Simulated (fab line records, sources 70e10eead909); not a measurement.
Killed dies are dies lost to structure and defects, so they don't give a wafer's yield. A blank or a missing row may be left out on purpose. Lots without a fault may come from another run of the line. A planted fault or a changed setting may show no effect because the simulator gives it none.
A struck lot beside a sound one | flow nand_harc | 18 steps out of a route of 1302
Sound: wafers L981.1, L981.4, L981.6. Struck: wafers L987.1, L987.3, L987.5. The cause comes at the end.
At each step with rows: each side's tool, then ch and its chambers, then its first start. Under that, the readings that differ: sound wafers | struck wafers | difference of the means | sigmas: that difference in standard deviations of wafers without a fault.
alike: readings whose means differ by less than 2 such deviations, and words and numbers that are the same on both sides. not compared: withheld readings, readings that some wafer has no value for, bounds like >300 that may hide the same value, and numbers for which the record gives no deviation and whose values overlap.
The two part at a step that has a row with sigmas, a row that says differs or no value, or rows on one side only. Numbers that don't overlap but have no deviation are shown without sigmas and don't part them. A reading that every wafer of one side lacks parts them only if that side has two wafers or more.

first, 1 step without rows for these wafers: NHARC_P_M0_SRD_25.
NHARC_P_M0_INSPECT_27:
  sound on defect_inspect-02, day 7 08:25; struck on defect_inspect-01, day 9 20:24
  alike: raw_defect_count
NHARC_P_M0_PRE_CLEAN_31: time 12 s.
  sound on pecvd-01 ch 0,1,2, day 7 08:29; struck on pecvd-01 ch 0,2, day 9 20:28
  alike: heater_power_w
NHARC_P_M0_DEP_32: deposits SiCN, target thk 30 nm.
  sound on pecvd-01 ch 0,1,2, day 7 08:36; struck on pecvd-01 ch 0,2, day 9 20:33
  alike: heater_power_w
then, 7 steps without rows for these wafers: NHARC_P_M1_DEP_00 (deposits SiOC, target thk 182.5 nm); NHARC_P_M1_DEHYDRATE_01 (time 120 s); NHARC_P_M1_HMDS_02 (time 30 s); NHARC_P_M1_COAT_34 (time 65 s); NHARC_P_M1_COAT_03 (resist thk 90 nm); NHARC_P_M1_SOFTBAKE_04 (time 55 s); NHARC_P_M1_EBR_05.
NHARC_P_M1_EXPOSE_06: exposes mask P M1, target cd 130 nm.
  sound on arfi_scanner-03 ch 0, day 7 09:40; struck on arfi_scanner-03 ch 0, day 9 21:39
  reading                      | sound             | struck            | difference | sigmas
  model.P_M1.overlay_x_nm (nm) | -1.16 -1.16 -1.16 | 9.289 9.289 9.289 | +10.449    |
  alike: mask
then, 2 steps without rows for these wafers: NHARC_P_M1_PEB_07 (peb time 65 s); NHARC_P_M1_DEVELOP_08 (develop time 35 s).
NHARC_P_M1_CD_MEAS_09: target cd 130 nm.
  sound on cd_sem-01 ch 0, day 7 09:48; struck on cd_sem-02 ch 0, day 9 21:47
  alike: cd_nm
NHARC_P_M1_OVL_MEAS_10: pitch 260 nm.
  sound on overlay-01, day 7 09:53; struck on overlay-02, day 9 22:03
  reading           | sound          | struck      | difference | sigmas
  overlay_x_nm (nm) | -1.0 -0.7 -1.1 | 9.5 9.3 9.3 | +10.3      | +13
  alike: overlay_y_nm
  not compared: hold
NHARC_P_M1_INSPECT_11:
  sound on defect_inspect-01, day 7 09:55; struck on defect_inspect-01, day 10 04:28
  reading | sound | struck                                                                     | difference                   | sigmas
  hold    | - - - | await_dispo/6.4h/release await_dispo/6.4h/release await_dispo/6.4h/release | no value on the sound wafers |
  alike: raw_defect_count
then, 1 step without rows for these wafers: NHARC_END_SORT_01.

WHERE THEY PART
First at NHARC_P_M1_OVL_MEAS_10; last, within this record, at NHARC_P_M1_INSPECT_11.

WHY: what the simulator had put in
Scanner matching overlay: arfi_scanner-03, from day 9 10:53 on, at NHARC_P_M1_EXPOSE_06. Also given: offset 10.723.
